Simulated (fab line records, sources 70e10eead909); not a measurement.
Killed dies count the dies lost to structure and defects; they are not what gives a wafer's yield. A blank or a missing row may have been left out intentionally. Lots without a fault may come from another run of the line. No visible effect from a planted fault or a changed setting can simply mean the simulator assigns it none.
fab line records :: flow nand_harc
record:
  lots: 7
  wafers: 21
  last_day: 33
route steps=1302 shown P_GATE@118
lots that met no fault: taken from a fault-free run of the same line
start_h: hours from the record's opening day to when the first of the lot's shown wafers began :: wait_h: hours elapsed since this lot's preceding step :: " identical to the entry in the row above :: L1.1+2: a single row standing in for several wafers :: - no value, or no start was given :: * or withheld: withheld :: < > ~ a bound
route shown NAME@n: names a module that has steps shown in the file, with the first one's number in the route :: usual: mean and standard deviation over wafers with no fault :: same: alike in all rows :: chamber/n: place in a boat :: sites: readings site by site :: _std_site: their standard deviation :: _edge_site: outer sites' mean less inner sites' :: radius_mm: how far each site lies from the wafer's centre :: mask NAME#n: copy n :: behind: tool/chamber where the wafer was last shaped :: hold: reason for holding the lot/hours on hold/outcome of the hold :: device: whichever transistor did not switch (one of n, p or np) :: end of line: the same wafers' tests at the end of the route :: a step given without rows: its recipe and nothing more :: killed: dies that structure and defects cost at the first sort, which is not the same as the wafer's yield :: map: per-die view of a wafer (x killed, . not killed, _ where there is no die)
set.NAME: the setting the step ran with; set.NAME@STEP: the setting that earlier step ran with :: model.NAME: the simulator's own value behind a step, which no gauge read
certain route steps with their lots: each step a table, each wafer a row
services: from which hour (start_h, from the record's first day; less than 0 if before it) a tool's chamber was out of use, for how many hours, and why
== steps ==
step: NHARC_P_GATE_EBR_07
step: NHARC_P_GATE_EXPOSE_08
recipe:
  na: 0.6
  dose_mj: 16.75
  mask_id: P_HV
step: NHARC_P_GATE_PEB_09
recipe:
  peb_temp_c: 118
  peb_time_s: 85
step: NHARC_P_GATE_DEVELOP_10
recipe:
  time_s: 70
step: NHARC_P_GATE_CD_MEAS_11
recipe:
  target_cd_nm: 1640
  landing_energy_ev: 500
usual:
  cd_nm: 1641.7/2.9
lot.wafer: L387.2
tool: cd_sem-01
chamber: 0
start_h: 91.56
wait_h: -
cd_nm: 1641.3

lot.wafer: L387.3
tool: cd_sem-01
chamber: 0
start_h: 91.56
wait_h: -
cd_nm: 1645.7

lot.wafer: L387.5
tool: cd_sem-01
chamber: 0
start_h: 91.56
wait_h: -
cd_nm: 1641.8

lot.wafer: L388.1
tool: cd_sem-02
chamber: 0
start_h: 98.34
wait_h: -
cd_nm: 1643.4

lot.wafer: L388.3
tool: cd_sem-02
chamber: 0
start_h: 98.34
wait_h: -
cd_nm: 1640.2

lot.wafer: L388.4
tool: cd_sem-02
chamber: 0
start_h: 98.34
wait_h: -
cd_nm: 1641.7

lot.wafer: L394.1
tool: cd_sem-02
chamber: 0
start_h: 152.86
wait_h: -
cd_nm: 1643.9

lot.wafer: L394.4
tool: cd_sem-02
chamber: 0
start_h: 152.86
wait_h: -
cd_nm: 1640.7

lot.wafer: L394.6
tool: cd_sem-02
chamber: 0
start_h: 152.86
wait_h: -
cd_nm: 1640.4

lot.wafer: L397.2
tool: cd_sem-03
chamber: 0
start_h: 179.83
wait_h: -
cd_nm: 1640.3

lot.wafer: L397.4
tool: cd_sem-03
chamber: 0
start_h: 179.83
wait_h: -
cd_nm: 1639.2

lot.wafer: L397.5
tool: cd_sem-03
chamber: 0
start_h: 179.83
wait_h: -
cd_nm: 1639.1

lot.wafer: L398.3
tool: cd_sem-02
chamber: 0
start_h: 195.32
wait_h: -
cd_nm: 1645.1

lot.wafer: L398.5
tool: cd_sem-02
chamber: 0
start_h: 195.32
wait_h: -
cd_nm: 1647.4

lot.wafer: L398.6
tool: cd_sem-02
chamber: 0
start_h: 195.32
wait_h: -
cd_nm: 1643.5

lot.wafer: L402.2
tool: cd_sem-03
chamber: 0
start_h: 233.86
wait_h: -
cd_nm: 1635.4

lot.wafer: L402.4
tool: cd_sem-03
chamber: 0
start_h: 233.86
wait_h: -
cd_nm: 1640.5

lot.wafer: L402.5
tool: cd_sem-03
chamber: 0
start_h: 233.86
wait_h: -
cd_nm: 1635.6

lot.wafer: L409.1
tool: cd_sem-01
chamber: 0
start_h: 298.63
wait_h: -
cd_nm: 1637.1

lot.wafer: L409.5
tool: cd_sem-01
chamber: 0
start_h: 298.63
wait_h: -
cd_nm: 1638.5

lot.wafer: L409.6
tool: cd_sem-01
chamber: 0
start_h: 298.63
wait_h: -
cd_nm: 1642.8
step: NHARC_P_GATE_HARDBAKE_12
recipe:
  temp_c: 125
  time_s: 80
step: NHARC_P_GATE_DESCUM_13
recipe:
  time_s: 3
  o2_flow_sccm: 200
  ar_flow_sccm: 0
  bias_power_w: 0
  chemistry: O2
usual:
  drypump_motor_current_A: 5.7/0.45
  o2_flow_sccm: 200.0/0.59
  oes_product_au: 0.999/0.01
  rf_vpp_V: 57.7/0.85
  showerhead_plenum_p_Torr: 1.90/0.078
  throttle_valve_pct: 11.312/0.0094
lot.wafer: L387.3
tool: rie_diel-11
chamber: 3
start_h: 91.73
wait_h: -
drypump_motor_current_A: 5.6
o2_flow_sccm: 199.8
oes_product_au: 1.013
rf_hours_counter_h: 8
rf_vpp_V: 57.7
showerhead_plenum_p_Torr: 1.88
throttle_valve_pct: 11.312

lot.wafer: L387.2
tool: rie_diel-11
chamber: 1
start_h: 91.73
wait_h: -
drypump_motor_current_A: 6.2
o2_flow_sccm: 200.0
oes_product_au: 1.001
rf_hours_counter_h: 9
rf_vpp_V: 57.0
showerhead_plenum_p_Torr: 1.84
throttle_valve_pct: 11.322

lot.wafer: L387.5
tool: rie_diel-11
chamber: 3
start_h: 91.73
wait_h: -
drypump_motor_current_A: 5.6
o2_flow_sccm: 199.3
oes_product_au: 1.009
rf_hours_counter_h: -
rf_vpp_V: 58.3
showerhead_plenum_p_Torr: 1.88
throttle_valve_pct: 11.312

lot.wafer: L388.3
tool: rie_diel-07
chamber: 2
start_h: 98.52
wait_h: -
drypump_motor_current_A: 5.0
o2_flow_sccm: 201.1
oes_product_au: 0.989
rf_hours_counter_h: 9
rf_vpp_V: 57.4
showerhead_plenum_p_Torr: 2.03
throttle_valve_pct: 11.314

lot.wafer: L388.1
tool: rie_diel-07
chamber: 3
start_h: 98.52
wait_h: -
drypump_motor_current_A: 6.5
o2_flow_sccm: 199.2
oes_product_au: 0.993
rf_hours_counter_h: 9
rf_vpp_V: 56.4
showerhead_plenum_p_Torr: 1.84
throttle_valve_pct: 11.311

lot.wafer: L388.4
tool: rie_diel-07
chamber: 0
start_h: 98.52
wait_h: -
drypump_motor_current_A: 5.2
o2_flow_sccm: 199.5
oes_product_au: 0.990
rf_hours_counter_h: 10
rf_vpp_V: 57.8
showerhead_plenum_p_Torr: 1.80
throttle_valve_pct: 11.316

lot.wafer: L394.4
tool: rie_diel-07
chamber: 0
start_h: 153.05
wait_h: -
drypump_motor_current_A: 5.3
o2_flow_sccm: 200.1
oes_product_au: 0.983
rf_hours_counter_h: 0
rf_vpp_V: 57.5
showerhead_plenum_p_Torr: 1.80
throttle_valve_pct: 11.313

lot.wafer: L394.1
tool: rie_diel-07
chamber: 1
start_h: 153.05
wait_h: -
drypump_motor_current_A: 6.3
o2_flow_sccm: 199.8
oes_product_au: 0.997
rf_hours_counter_h: 1
rf_vpp_V: 56.7
showerhead_plenum_p_Torr: 1.83
throttle_valve_pct: 11.305

lot.wafer: L394.6
tool: rie_diel-07
chamber: 2
start_h: 153.05
wait_h: -
drypump_motor_current_A: 5.1
o2_flow_sccm: 199.9
oes_product_au: 0.996
rf_hours_counter_h: -
rf_vpp_V: 57.4
showerhead_plenum_p_Torr: 2.03
throttle_valve_pct: 11.316

lot.wafer: L397.4
tool: rie_diel-11
chamber: 2
start_h: 180.01
wait_h: -
drypump_motor_current_A: 5.9
o2_flow_sccm: 199.9
oes_product_au: 1.012
rf_hours_counter_h: 3
rf_vpp_V: 56.9
showerhead_plenum_p_Torr: 1.85
throttle_valve_pct: 11.322

lot.wafer: L397.2
tool: rie_diel-11
chamber: 3
start_h: 180.01
wait_h: -
drypump_motor_current_A: 5.6
o2_flow_sccm: 199.5
oes_product_au: 1.004
rf_hours_counter_h: 3
rf_vpp_V: 58.0
showerhead_plenum_p_Torr: 1.88
throttle_valve_pct: 11.310

lot.wafer: L397.5
tool: rie_diel-11
chamber: 1
start_h: 180.01
wait_h: -
drypump_motor_current_A: 6.2
o2_flow_sccm: 200.6
oes_product_au: 0.997
rf_hours_counter_h: -
rf_vpp_V: 57.5
showerhead_plenum_p_Torr: 1.84
throttle_valve_pct: 11.305

lot.wafer: L398.3
tool: rie_diel-11
chamber: 0
start_h: 195.49
wait_h: -
drypump_motor_current_A: 6.0
o2_flow_sccm: 201.3
oes_product_au: 1.013
rf_hours_counter_h: 4
rf_vpp_V: 57.3
showerhead_plenum_p_Torr: 1.98
throttle_valve_pct: 11.306

lot.wafer: L398.6
tool: rie_diel-11
chamber: 3
start_h: 195.49
wait_h: -
drypump_motor_current_A: 5.6
o2_flow_sccm: 200.5
oes_product_au: 1.000
rf_hours_counter_h: -
rf_vpp_V: 56.6
showerhead_plenum_p_Torr: 1.88
throttle_valve_pct: 11.294

lot.wafer: L398.5
tool: rie_diel-11
chamber: 0
start_h: 195.49
wait_h: -
drypump_motor_current_A: 6.0
o2_flow_sccm: 200.2
oes_product_au: 1.005
rf_hours_counter_h: -
rf_vpp_V: 56.9
showerhead_plenum_p_Torr: 1.98
throttle_valve_pct: 11.307

lot.wafer: L402.2
tool: rie_diel-11
chamber: 3
start_h: 234.04
wait_h: -
drypump_motor_current_A: 5.6
o2_flow_sccm: 199.8
oes_product_au: 0.999
rf_hours_counter_h: 6
rf_vpp_V: 57.3
showerhead_plenum_p_Torr: 1.88
throttle_valve_pct: 11.315

lot.wafer: L402.4
tool: rie_diel-11
chamber: 0
start_h: 234.04
wait_h: -
drypump_motor_current_A: 6.0
o2_flow_sccm: 200.2
oes_product_au: 1.007
rf_hours_counter_h: 6
rf_vpp_V: 59.1
showerhead_plenum_p_Torr: 1.98
throttle_valve_pct: 11.316

lot.wafer: L402.5
tool: rie_diel-11
chamber: 1
start_h: 234.04
wait_h: -
drypump_motor_current_A: 6.2
o2_flow_sccm: 199.5
oes_product_au: 0.999
rf_hours_counter_h: -
rf_vpp_V: 58.0
showerhead_plenum_p_Torr: 1.83
throttle_valve_pct: 11.309

lot.wafer: L409.1
tool: rie_diel-11
chamber: 1
start_h: 298.82
wait_h: -
drypump_motor_current_A: 6.2
o2_flow_sccm: 198.8
oes_product_au: 0.978
rf_hours_counter_h: 0
rf_vpp_V: 58.1
showerhead_plenum_p_Torr: 1.83
throttle_valve_pct: 11.331

lot.wafer: L409.6
tool: rie_diel-11
chamber: 2
start_h: 298.82
wait_h: -
drypump_motor_current_A: 5.9
o2_flow_sccm: 199.7
oes_product_au: 1.008
rf_hours_counter_h: -
rf_vpp_V: 56.9
showerhead_plenum_p_Torr: 1.85
throttle_valve_pct: 11.311

lot.wafer: L409.5
tool: rie_diel-11
chamber: 3
start_h: 298.82
wait_h: -
drypump_motor_current_A: 5.6
o2_flow_sccm: 199.4
oes_product_au: 0.980
rf_hours_counter_h: -
rf_vpp_V: 56.6
showerhead_plenum_p_Torr: 1.87
throttle_valve_pct: 11.324
step: NHARC_P_GATE_ETCH_14
recipe:
  target_depth_a: 488
  chemistry: dHF
  material: SiO2
step: NHARC_P_GATE_STRIP_15
recipe:
  time_s: 780
  temp_c: 130
  chemistry: SPM
step: NHARC_P_GATE_PRECLEAN_71
recipe:
  time_s: *
  temp_c: 50
  bath_age_min: 0
  chemistry: SC1
step: NHARC_P_GATE_SRD_72
step: NHARC_P_GATE_OXIDE_16
recipe:
  target_thk_a: 30
  temp_c: 875
  ox_time_s: 392
  material: SiO2
step: NHARC_P_GATE_CVD_17
recipe:
  target_thk_a: 1500
  temp_c: 620
  time_s: 900
  material: poly-Si
usual:
  spike_tc_upper_C: 619.3/1
  zone_power_lower_pct: 9.7/0.48
lot.wafer: L387.2
tool: lpcvd_poly-02
chamber: 0
start_h: 101.94
wait_h: 2.7
spike_tc_upper_C: 619.7
zone_power_lower_pct: 9.9

lot.wafer: L387.3
tool: lpcvd_poly-02
chamber: 0
start_h: 101.94
wait_h: 2.7
spike_tc_upper_C: 620.3
zone_power_lower_pct: 10.1

lot.wafer: L387.5
tool: lpcvd_poly-02
chamber: 0
start_h: 101.94
wait_h: 2.7
spike_tc_upper_C: 619.7
zone_power_lower_pct: 9.7

lot.wafer: L388.1
tool: lpcvd_poly-02
chamber: 0
start_h: 108.87
wait_h: 2.7
spike_tc_upper_C: 618.9
zone_power_lower_pct: 10.0

lot.wafer: L388.3
tool: lpcvd_poly-02
chamber: 0
start_h: 108.87
wait_h: 2.7
spike_tc_upper_C: 619.6
zone_power_lower_pct: 9.8

lot.wafer: L388.4
tool: lpcvd_poly-02
chamber: 0
start_h: 108.87
wait_h: 2.7
spike_tc_upper_C: 619.4
zone_power_lower_pct: 9.9

lot.wafer: L394.1
tool: lpcvd_poly-01
chamber: 0
start_h: 163.16
wait_h: 2.6
spike_tc_upper_C: 618.9
zone_power_lower_pct: 9.0

lot.wafer: L394.4
tool: lpcvd_poly-01
chamber: 0
start_h: 163.16
wait_h: 2.6
spike_tc_upper_C: 618.0
zone_power_lower_pct: 9.0

lot.wafer: L394.6
tool: lpcvd_poly-01
chamber: 0
start_h: 163.16
wait_h: 2.6
spike_tc_upper_C: 619.0
zone_power_lower_pct: 9.0

lot.wafer: L397.2
tool: lpcvd_poly-02
chamber: 0
start_h: 189.81
wait_h: 2.7
spike_tc_upper_C: 618.2
zone_power_lower_pct: 9.8

lot.wafer: L397.4
tool: lpcvd_poly-02
chamber: 0
start_h: 189.81
wait_h: 2.7
spike_tc_upper_C: 617.6
zone_power_lower_pct: 9.8

lot.wafer: L397.5
tool: lpcvd_poly-02
chamber: 0
start_h: 189.81
wait_h: 2.7
spike_tc_upper_C: 620.1
zone_power_lower_pct: 9.8

lot.wafer: L397.2
tool: lpcvd_poly-03
chamber: 0
start_h: 192.67
wait_h: 0.6
spike_tc_upper_C: 619.4
zone_power_lower_pct: 10.0

lot.wafer: L397.4
tool: lpcvd_poly-03
chamber: 0
start_h: 192.67
wait_h: 0.6
spike_tc_upper_C: 618.9
zone_power_lower_pct: 10.1

lot.wafer: L397.5
tool: lpcvd_poly-03
chamber: 0
start_h: 192.67
wait_h: 0.6
spike_tc_upper_C: 618.8
zone_power_lower_pct: 10.2

lot.wafer: L398.3
tool: lpcvd_poly-03
chamber: 0
start_h: 205.17
wait_h: 2.5
spike_tc_upper_C: 620.2
zone_power_lower_pct: 10.1

lot.wafer: L398.5
tool: lpcvd_poly-03
chamber: 0
start_h: 205.17
wait_h: 2.5
spike_tc_upper_C: 620.3
zone_power_lower_pct: 10.1

lot.wafer: L398.6
tool: lpcvd_poly-03
chamber: 0
start_h: 205.17
wait_h: 2.5
spike_tc_upper_C: 618.8
zone_power_lower_pct: 10.1

lot.wafer: L398.3
tool: lpcvd_poly-03
chamber: 0
start_h: 209.23
wait_h: 1.8
spike_tc_upper_C: 619.8
zone_power_lower_pct: 10.2

lot.wafer: L398.5
tool: lpcvd_poly-03
chamber: 0
start_h: 209.23
wait_h: 1.8
spike_tc_upper_C: 618.3
zone_power_lower_pct: 10.2

lot.wafer: L398.6
tool: lpcvd_poly-03
chamber: 0
start_h: 209.23
wait_h: 1.8
spike_tc_upper_C: 620.2
zone_power_lower_pct: 10.1

lot.wafer: L402.2
tool: lpcvd_poly-03
chamber: 0
start_h: 243.72
wait_h: 2.5
spike_tc_upper_C: 619.2
zone_power_lower_pct: 10.2

lot.wafer: L402.4
tool: lpcvd_poly-03
chamber: 0
start_h: 243.72
wait_h: 2.5
spike_tc_upper_C: 619.5
zone_power_lower_pct: 10.1

lot.wafer: L402.5
tool: lpcvd_poly-03
chamber: 0
start_h: 243.72
wait_h: 2.5
spike_tc_upper_C: 621.3
zone_power_lower_pct: 10.1

lot.wafer: L402.2
tool: lpcvd_poly-03
chamber: 0
start_h: 246.44
wait_h: 0.5
spike_tc_upper_C: 621.3
zone_power_lower_pct: 10.1

lot.wafer: L402.4
tool: lpcvd_poly-03
chamber: 0
start_h: 246.44
wait_h: 0.5
spike_tc_upper_C: 620.8
zone_power_lower_pct: 10.2

lot.wafer: L402.5
tool: lpcvd_poly-03
chamber: 0
start_h: 246.44
wait_h: 0.5
spike_tc_upper_C: 618.4
zone_power_lower_pct: 10.3

lot.wafer: L409.1
tool: lpcvd_poly-01
chamber: 0
start_h: 309.47
wait_h: 2.8
spike_tc_upper_C: 620.0
zone_power_lower_pct: 9.2

lot.wafer: L409.5
tool: lpcvd_poly-01
chamber: 0
start_h: 309.47
wait_h: 2.8
spike_tc_upper_C: 619.4
zone_power_lower_pct: 9.1

lot.wafer: L409.6
tool: lpcvd_poly-01
chamber: 0
start_h: 309.47
wait_h: 2.8
spike_tc_upper_C: 619.6
zone_power_lower_pct: 9.0
step: NHARC_P_GATE_HM_DEP_102
recipe:
  target_thk_a: 1200
  temp_c: 400
  material: aC
usual:
  throttle_valve_pct: 35.000/0.0087
lot.wafer: L387.2
tool: acl_dep-02
chamber: 0
start_h: 104.68
wait_h: 0.5
throttle_valve_pct: 34.986

lot.wafer: L387.3
tool: acl_dep-02
chamber: 0
start_h: 104.68
wait_h: 0.5
throttle_valve_pct: 34.990

lot.wafer: L387.5
tool: acl_dep-02
chamber: 0
start_h: 104.68
wait_h: 0.5
throttle_valve_pct: 35.010

lot.wafer: L388.1
tool: acl_dep-01
chamber: 0
start_h: 111.43
wait_h: 0.4
throttle_valve_pct: 34.993

lot.wafer: L388.3
tool: acl_dep-01
chamber: 0
start_h: 111.43
wait_h: 0.4
throttle_valve_pct: 35.006

lot.wafer: L388.4
tool: acl_dep-01
chamber: 0
start_h: 111.43
wait_h: 0.4
throttle_valve_pct: 34.994

lot.wafer: L394.1
tool: acl_dep-03
chamber: 0
start_h: 166.86
wait_h: 1.5
throttle_valve_pct: 34.986

lot.wafer: L394.4
tool: acl_dep-03
chamber: 0
start_h: 166.86
wait_h: 1.5
throttle_valve_pct: 35.007

lot.wafer: L394.6
tool: acl_dep-03
chamber: 0
start_h: 166.86
wait_h: 1.5
throttle_valve_pct: 34.998

lot.wafer: L397.2
tool: acl_dep-03
chamber: 0
start_h: 197.04
wait_h: 2.1
throttle_valve_pct: 35.004

lot.wafer: L397.4
tool: acl_dep-03
chamber: 0
start_h: 197.04
wait_h: 2.1
throttle_valve_pct: 34.998

lot.wafer: L397.5
tool: acl_dep-03
chamber: 0
start_h: 197.04
wait_h: 2.1
throttle_valve_pct: 34.980

lot.wafer: L398.3
tool: acl_dep-02
chamber: 0
start_h: 212.78
wait_h: 1.3
throttle_valve_pct: 35.000

lot.wafer: L398.5
tool: acl_dep-02
chamber: 0
start_h: 212.78
wait_h: 1.3
throttle_valve_pct: 34.997

lot.wafer: L398.6
tool: acl_dep-02
chamber: 0
start_h: 212.78
wait_h: 1.3
throttle_valve_pct: 34.996

lot.wafer: L402.2
tool: acl_dep-03
chamber: 0
start_h: 250.42
wait_h: 1.8
throttle_valve_pct: 34.997

lot.wafer: L402.4
tool: acl_dep-03
chamber: 0
start_h: 250.42
wait_h: 1.8
throttle_valve_pct: 35.023

lot.wafer: L402.5
tool: acl_dep-03
chamber: 0
start_h: 250.42
wait_h: 1.8
throttle_valve_pct: 34.992

lot.wafer: L409.1
tool: acl_dep-01
chamber: 0
start_h: 312.92
wait_h: 1.3
throttle_valve_pct: 34.997

lot.wafer: L409.5
tool: acl_dep-01
chamber: 0
start_h: 312.92
wait_h: 1.3
throttle_valve_pct: 34.992

lot.wafer: L409.6
tool: acl_dep-01
chamber: 0
start_h: 312.92
wait_h: 1.3
throttle_valve_pct: 35.007
== services ==
tool: rie_diel-11
chamber: 0
start_h: 87.47
hours: -
kind: clean

tool: rie_diel-11
chamber: 1
start_h: 87.47
hours: -
kind: clean

tool: rie_diel-11
chamber: 2
start_h: 87.47
hours: -
kind: clean

tool: rie_diel-11
chamber: 3
start_h: 87.47
hours: -
kind: clean

tool: rie_diel-11
chamber: -
start_h: 108.45
hours: 9.0
kind: pm

tool: rie_diel-11
chamber: 0
start_h: 108.45
hours: 9.0
kind: vent_cycle

tool: rie_diel-07
chamber: -
start_h: 117.21
hours: 9.0
kind: pm

tool: acl_dep-03
chamber: -
start_h: 117.49
hours: 13.0
kind: pm

tool: rie_diel-11
chamber: 2
start_h: 141.27
hours: 6.0
kind: repair

tool: rie_diel-11
chamber: 0
start_h: 141.80
hours: 5.3
kind: repair

tool: rie_diel-07
chamber: 0
start_h: 142.57
hours: 7.7
kind: repair

tool: rie_diel-07
chamber: 0
start_h: 160.31
hours: 22.7
kind: repair

tool: rie_diel-07
chamber: 2
start_h: 165.74
hours: 6.7
kind: repair

tool: rie_diel-07
chamber: 3
start_h: 178.37
hours: 3.9
kind: repair

tool: acl_dep-01
chamber: -
start_h: 186.14
hours: 13.0
kind: pm

tool: rie_diel-07
chamber: 3
start_h: 196.90
hours: 4.0
kind: repair

tool: lpcvd_poly-02
chamber: -
start_h: 206.76
hours: 26.0
kind: pm

tool: rie_diel-07
chamber: 1
start_h: 214.18
hours: 5.0
kind: repair

tool: rie_diel-11
chamber: 2
start_h: 217.57
hours: 5.0
kind: repair

tool: acl_dep-02
chamber: -
start_h: 245.74
hours: 13.0
kind: pm

tool: rie_diel-11
chamber: -
start_h: 285.45
hours: 9.0
kind: pm

tool: rie_diel-07
chamber: -
start_h: 294.21
hours: 9.0
kind: pm

tool: rie_diel-11
chamber: 0
start_h: 294.91
hours: 5.9
kind: repair

tool: acl_dep-03
chamber: -
start_h: 298.49
hours: 13.0
kind: pm
== key ==
first_sign:
  step: NHARC_P_GATE_CVD_17
  reading: visit
  direction: added
effect none on later readings
met_at NHARC_P_GATE_CVD_17
struck_wafers L397.2,L397.4,L397.5,L398.3,L398.5,L398.6,L402.2,L402.4,L402.5
sort_left_out L397.2,L397.4,L397.5,L398.3,L398.5,L398.6,L402.2,L402.4,L402.5
tester_left_out L397,L398,L402
fault:
  kind: repeated_step_whole
  tool: lpcvd_poly-01,lpcvd_poly-02,lpcvd_poly-03
  chamber: -
  onset_h: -
  steps: NHARC_P_GATE_CVD_17
  times: 1
  scope: struck_lots_only
tester_left_out: of these lots the tester's yield and bins aren't shown, on N5 and GAA mostly nor the transistor test; their killed dies are dies lost to structure and defects alone, not to doping, threshold or leakage, so they don't give the yield
sort_left_out: the simulated sort isn't trusted on such a fault, so these wafers' sort isn't shown, and their yield isn't known
